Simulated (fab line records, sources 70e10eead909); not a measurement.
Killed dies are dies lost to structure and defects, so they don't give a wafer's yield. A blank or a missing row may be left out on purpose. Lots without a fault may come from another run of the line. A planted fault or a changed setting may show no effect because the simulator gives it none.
fab line records | flow nand_harc
record lots=11 wafers=33 last_day=33
route steps=1302 shown P_M0@284 P_M1@298 END@1302
lots that met no fault: from a run of the same line without faults
start_h: hours from the record's first day to the start of the lot's first wafer shown | wait_h: hours since the lot's step before | " the same as in the row above | L1.1+2: a row that stands for several wafers | - no value, or no start given | * or withheld: withheld | < > ~ a bound
route shown NAME@n: a module of which the file shows steps, and the number in the route of the first | usual: mean/standard deviation of fault-free wafers | same: alike in all rows | chamber/n: place in a boat | sites: the reading at each site | _std_site: their standard deviation | _edge_site: outer sites' mean less inner sites' | radius_mm: how far each site lies from the wafer's centre | mask NAME#n: copy n | behind: the tool/chamber that last shaped the wafer | hold: why the lot was held/for how many hours/how that ended | device: the transistor (n, p or np) that didn't switch | end of line: the same wafers' tests at the end of the route | a step without rows: its recipe alone | killed: dies lost to structure and defects at the first sort, not the wafer's yield | map: a wafer's dies, x killed, . not, _ none there
set.NAME: the setting as run; set.NAME@STEP: as run at that earlier step | model.NAME: the simulator's own value behind a step, which no gauge read
steps of the route over a sample of lots; a table a step, a row a wafer
services: from which hour (start_h, from the record's first day; less than 0 if before it) a tool's chamber was out of use, for how many hours, and why
## steps
# step NHARC_P_M0_DEP_32
# recipe target_thk_a=300 temp_c=370 target_thk_nm=30 pressure_torr=3 flow_sccm=200 rf_w=450 material=SiCN
# usual heater_power_w=567/97 susceptor_temp_C=369.92/0.21
# columns lot.wafer tool chamber start_h wait_h heater_power_w susceptor_temp_C
L481.1 pecvd-02 0 122.53 0.1 535 369.91
L481.6 " 1 " " 471 369.79
L481.4 " 2 " " 677 369.67
L482.3 pecvd-03 2 134.30 0.1 419 369.45
L482.4 " 0 " " 603 370.08
L482.5 " 1 " " 515 369.75
L490.1 pecvd-01 1 207.10 0.1 724 370.00
L490.5 " 1 " " 726 369.85
L490.4 " 0 " " 648 369.67
L489.3 pecvd-02 0 208.34 0.1 596 369.95
L489.6 " 1 " " 525 369.86
L489.4 " 2 " " 567 370.15
L491.2 pecvd-03 2 218.94 0.1 498 369.83
L491.3 " 0 " " 593 370.07
L491.5 " 0 " " 593 369.84
L492.3 pecvd-01 0 231.40 0.1 719 369.91
L492.1 " 1 " " 740 370.26
L492.4 " 0 " " 734 370.16
L493.1 pecvd-02 1 245.06 0.1 474 369.96
L493.3 " 2 " " 652 370.09
L493.4 " 0 " " 631 370.42
L494.2 pecvd-02 1 271.54 0.1 455 370.02
L494.1 " 2 " " 642 370.03
L494.4 " 0 " " 587 370.01
L502.3 pecvd-02 0 333.30 0.1 559 369.55
L502.1 " 1 " " 454 369.83
L502.5 " 0 " " 555 369.97
L503.3 pecvd-03 2 340.79 0.1 495 369.95
L503.4 " 1 " " 438 369.90
L503.5 " 0 " " 568 369.84
L504.1 pecvd-03 0 354.33 0.1 573 369.66
L504.4 " 1 " " 484 369.51
L504.5 " 2 " " 450 370.45
# step NHARC_P_M1_DESCUM_14
# recipe time_s=3 o2_flow_sccm=200 ar_flow_sccm=0 bias_power_w=0 chemistry=O2
# usual chamber_pressure_mTorr=60.00/0.054 drypump_motor_current_A=5.7/0.6 oes_product_au=1.000/0.0078 rf_vpp_V=57.6/0.97 showerhead_plenum_p_Torr=1.87/0.088 throttle_valve_pct=11.311/0.0084
# columns lot.wafer tool chamber start_h wait_h chamber_pressure_mTorr drypump_motor_current_A oes_product_au rf_hours_counter_h rf_vpp_V showerhead_plenum_p_Torr throttle_valve_pct
L481.1 rie_diel-08 2 123.85 0.1 59.98 5.7 0.996 7 58.1 1.81 11.306
L481.4 " 1 " " 59.96 6.3 0.980 - 57.8 2.05 11.299
L481.6 " 3 " " 60.02 4.8 1.007 - 57.6 1.79 11.328
L482.3 rie_diel-08 2 135.63 0.1 60.00 5.8 0.995 8 55.5 1.81 11.318
L482.4 " 3 " " 60.02 4.8 0.998 6 57.3 1.79 11.307
L482.5 " 3 " " 59.99 4.8 0.990 - 57.3 1.79 11.305
L490.1 rie_diel-08 2 208.42 0.1 60.16 5.8 1.012 0 57.4 1.81 11.313
L490.4 " 3 " " 60.00 4.8 1.003 0 56.8 1.79 11.296
L490.5 " 0 " " 59.97 5.7 0.982 - 56.9 1.90 11.301
L489.4 rie_diel-08 1 209.71 0.1 59.91 6.3 0.998 0 57.6 2.05 11.302
L489.3 " 2 " " 60.06 5.8 0.998 0 56.9 1.81 11.306
L489.6 " 3 " " 59.96 4.8 1.004 - 58.1 1.79 11.301
L491.2 rie_diel-08 2 220.36 0.1 59.98 5.8 0.998 1 55.6 1.81 11.304
L491.3 " 3 " " 60.00 4.8 1.001 1 57.1 1.79 11.317
L491.5 " 2 " " 60.07 5.8 0.996 - 58.7 1.81 11.308
L492.1 rie_diel-11 1 232.82 0.1 59.95 6.7 1.000 11 56.9 1.84 11.310
L492.4 " 2 " " 60.07 5.2 1.004 12 56.4 1.86 11.317
L492.3 " 3 " " 60.07 5.0 1.008 12 56.7 1.79 11.307
L493.3 rie_diel-11 0 246.32 0.1 59.95 5.9 1.004 12 57.9 1.94 11.303
L493.4 " 1 " " 60.02 6.7 0.987 12 57.8 1.84 11.308
L493.1 " 2 " " 60.01 5.2 1.004 12 58.0 1.86 11.314
L494.4 rie_diel-11 0 272.98 0.1 59.96 5.9 0.991 1 58.1 1.94 11.315
L494.1 " 1 " " 59.98 6.7 0.991 1 56.7 1.84 11.305
L494.2 " 2 " " 59.98 5.2 1.005 1 56.6 1.86 11.333
L502.1 rie_diel-08 1 334.70 0.1 59.97 6.3 1.010 8 58.5 2.05 11.316
L502.3 " 2 " " 59.91 5.8 1.001 9 57.0 1.81 11.314
L502.5 " 0 " " 59.96 5.7 1.002 - 56.6 1.90 11.312
L503.3 rie_diel-11 3 342.04 0.1 60.04 5.1 0.996 7 57.7 1.79 11.305
L503.4 " 0 " " 60.08 5.9 0.988 7 58.5 1.94 11.308
L503.5 " 0 " " 59.91 5.9 0.997 - 58.6 1.94 11.317
L504.1 rie_diel-08 0 355.76 0.1 59.99 5.7 0.994 10 58.7 1.90 11.306
L504.4 " 1 " " 60.04 6.3 1.014 - 58.0 2.05 11.298
L504.5 " 2 " " 60.14 5.8 1.002 - 58.1 1.81 11.324
# step NHARC_P_M1_PRE_CLEAN_30
# recipe time_s=30 temp_c=280 gas=H2/He
# usual heater_power_w=390/41 susceptor_temp_C=280.00/0.21
# columns lot.wafer tool chamber start_h wait_h heater_power_w susceptor_temp_C
L481.1 pvd_sputter-03 - - - 443 280.32
L481.4 " - " " 328 280.25
L481.6 " - " " 440 280.22
L482.3 pvd_sputter-02 - - - 368 279.71
L482.4 " - " " 430 279.89
L482.5 " - " " 410 279.71
L490.4 pvd_sputter-02 - - - 441 279.80
L490.1 " - " " 418 279.99
L490.5 " - " " 320 280.15
L489.3 pvd_sputter-01 - - - 377 279.98
L489.4 " - " " 370 279.83
L489.6 " - " " 372 280.13
L491.2 pvd_sputter-03 - - - 416 280.08
L491.3 " - " " 323 279.71
L491.5 " - " " 423 280.11
L492.3 pvd_sputter-02 - - - 410 279.67
L492.4 " - " " 327 279.76
L492.1 " - " " 445 279.63
L493.1 pvd_sputter-03 - - - 350 280.11
L493.4 " - " " 420 279.61
L493.3 " - " " 319 279.99
L494.4 pvd_sputter-01 - - - 398 280.05
L494.1 " - " " 370 279.84
L494.2 " - " " 481 279.87
L502.3 pvd_sputter-02 - - - 359 279.94
L502.1 " - " " 433 280.32
L502.5 " - " " 429 280.01
L503.3 pvd_sputter-03 - - - 410 280.08
L503.4 " - " " 319 280.04
L503.5 " - " " 353 279.98
L504.4 pvd_sputter-02 - - - 434 279.90
L504.1 " - " " 374 279.99
L504.5 " - " " 343 280.29
# step NHARC_P_M1_ECD_22
# recipe target_thk_a=4000 bath_temp_c=25 material=Cu
# usual bath_temp_c=25.00/0.1
# columns lot.wafer tool chamber start_h wait_h bath_temp_c
L481.1 ecd_cu-02 1 125.33 - 24.97
L481.4 " 0 " " 24.89
L481.6 " 0 " " 25.16
L482.3 ecd_cu-01 0 137.10 - 25.23
L482.4 " 1 " " 25.13
L482.5 " 1 " " 25.15
L490.1 ecd_cu-01 0 209.77 - 25.05
L490.4 " 1 " " 25.01
L490.5 " 0 " " 25.05
L489.3 ecd_cu-02 0 211.19 - 24.99
L489.4 " 1 " " 24.77
L489.6 " 0 " " 24.85
L491.2 ecd_cu-02 0 221.80 - 25.03
L491.3 " 0 " " 25.00
L491.5 " 1 " " 25.10
L492.1 ecd_cu-01 1 234.22 - 24.97
L492.3 " 1 " " 24.98
L492.4 " 0 " " 24.94
L493.1 ecd_cu-01 1 247.75 - 24.97
L493.3 " 0 " " 25.08
L493.4 " 1 " " 25.04
L494.2 ecd_cu-01 0 274.38 - 25.10
L494.1 " 1 " " 24.94
L494.4 " 1 " " 24.91
L502.1 ecd_cu-02 0 336.13 - 24.88
L502.3 " 0 " " 24.94
L502.5 " 0 " " 24.91
L503.3 ecd_cu-02 0 343.52 - 25.15
L503.4 " 1 " " 24.97
L503.5 " 0 " " 25.06
L504.1 ecd_cu-02 0 357.30 - 25.22
L504.4 " 1 " " 24.80
L504.5 " 0 " " 24.92
# step NHARC_P_M1_CMP_23
# recipe t_overpolish_s=20 target_thk_nm=157.82
# usual motor_current_A=12.0/1.3 time_to_endpoint_s=28.5/2.2
# columns lot.wafer tool chamber start_h wait_h motor_current_A time_to_endpoint_s
L481.4 cmp-04 2 126.08 - 14.0 30.4
L481.1 " 0 " " 10.3 35.1
L481.6 " 2 " " 15.0 31.1
L482.3 cmp-01 0 137.75 - 13.2 30.0
L482.4 " 2 " " 12.8 28.2
L482.5 " 0 " " 14.2 28.8
L490.4 cmp-03 0 210.52 - 11.1 26.0
L490.1 " 1 " " 11.8 31.4
L490.5 " 0 " " 11.7 26.7
L489.4 cmp-01 3 211.81 - 12.6 26.3
L489.3 " 1 " " 11.5 25.0
L489.6 " 3 " " 12.8 26.7
L491.2 cmp-04 1 222.47 - 11.0 25.4
L491.3 " 2 " " 13.4 28.1
L491.5 " 2 " " 13.9 28.8
L492.3 cmp-04 2 234.97 - 13.5 28.1
L492.1 " 3 " " 11.1 27.7
L492.4 " 0 " " 10.5 29.1
L493.3 cmp-01 0 248.42 - 13.8 51.7
L493.4 " 1 " " 11.6 32.1
L493.1 " 3 " " 12.5 32.4
L494.1 cmp-03 2 275.13 - 12.1 29.5
L494.4 " 3 " " 12.7 27.7
L494.2 " 0 " " 11.8 45.5
L502.1 cmp-01 0 336.91 - 13.2 28.3
L502.3 " 1 " " 12.0 24.7
L502.5 " 3 " " 12.6 26.6
L503.4 cmp-01 2 344.17 - 12.9 28.8
L503.3 " 0 " " 14.5 27.6
L503.5 " 2 " " 12.1 27.1
L504.1 cmp-03 3 357.97 - 12.2 27.4
L504.4 " 1 " " 12.3 30.0
L504.5 " 3 " " 12.8 26.5
# step NHARC_END_SORT_01
# recipe temp_c=25
# usual defect_limited_yield=91.4/2.9 killed_at_array=54/20 killed_at_other=0.9/1.1 killed_at_periphery=3.8/2.4 killed_dies=58/20 killed_open=3.5/1.9 killed_short=2.5/1.6 sort_bin_2_pct=3.1/1.2 sort_bin_3_pct=0.6/0.39 sort_bin_4_pct=4.9/1.7 sort_n_pass=619/20 sort_rim_yield_pct=91/4.3 sort_yield_pct=91.4/2.9
# same gross_dies=677 sort_bin_5_pct[%]=0 sort_bin_6_pct[%]=0 sort_bin_7_pct[%]=0 sort_bin_8_pct[%]=0 sort_rim_n_gross=106.00
# columns lot.wafer tool chamber start_h wait_h defect_limited_yield[%] killed_at_array killed_at_other killed_at_periphery killed_dies killed_open killed_short sort_bin_2_pct[%] sort_bin_3_pct[%] sort_bin_4_pct[%] sort_n_pass sort_rim_yield_pct[%] sort_yield_pct[%]
L502.1 prober-01 0 770.68 2.5 95.0 27 4 3 34 4 4 1.2 0.9 3.0 643 92 95.0
# killed by level:class
L502.1 A_CHANNEL_HOLE_D2:chamber_film_flake=13 A_SLIT:chamber_film_flake=6 THIN_TSV:chamber_film_flake=4 P_CONTACT:geometric_particle:open=1 P_M0:geometric_particle:short=1 P_M1:geometric_particle:open=1 A_ONON_D1:geometric_particle:open=1 A_CHANNEL_HOLE_D1:geometric_particle:short=1
## services
# columns tool chamber start_h hours kind
pvd_sputter-02 - 104.00 10.0 pm
ecd_cu-02 - 107.68 0.3 repair
pecvd-03 - 114.08 1.2 repair
rie_diel-08 0 122.08 2.7 repair
pecvd-03 - 144.87 1.1 repair
pvd_sputter-02 - 149.27 9.7 repair
ecd_cu-01 - 160.00 8.0 pm
cmp-01 - 180.46 3.3 repair
cmp-01 - 185.67 4.0 pm
rie_diel-08 - 190.83 9.0 pm
pecvd-02 - 227.38 13.0 pm
rie_diel-08 3 234.92 3.8 repair
ecd_cu-02 - 244.09 8.0 pm
cmp-01 - 245.49 2.6 repair
cmp-01 - 256.48 1.1 repair
cmp-01 - 267.78 0.6 repair
cmp-01 - 269.46 1.5 repair
pvd_sputter-02 - 269.92 1.1 repair
rie_diel-08 0 270.70 6.7 repair
pvd_sputter-02 - 282.00 10.0 pm
cmp-01 - 283.67 4.0 pm
pecvd-02 - 288.75 0.5 repair
ecd_cu-01 - 336.00 8.0 pm
rie_diel-08 3 354.14 41.6 repair
## key
first_sign step=NHARC_P_M1_CMP_23 reading=time_to_endpoint_s direction=up sigmas=9 usual=* struck=*
effect none on later readings
met_at NHARC_P_M1_ECD_22
struck_lots L493,L494
struck_wafers L493.3,L494.2
not_acting_at NHARC_P_M0_DEP_32,NHARC_P_M1_DESCUM_14,NHARC_P_M1_PRE_CLEAN_30
onset_between 234.22 247.75
fault kind=process_parameter_drift tool=ecd_cu-01 chamber=0 onset_h=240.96 steps=NHARC_P_M1_ECD_22 channel=target_thk_a offset=* shape=step end_h=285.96 acts_in=* stated=*
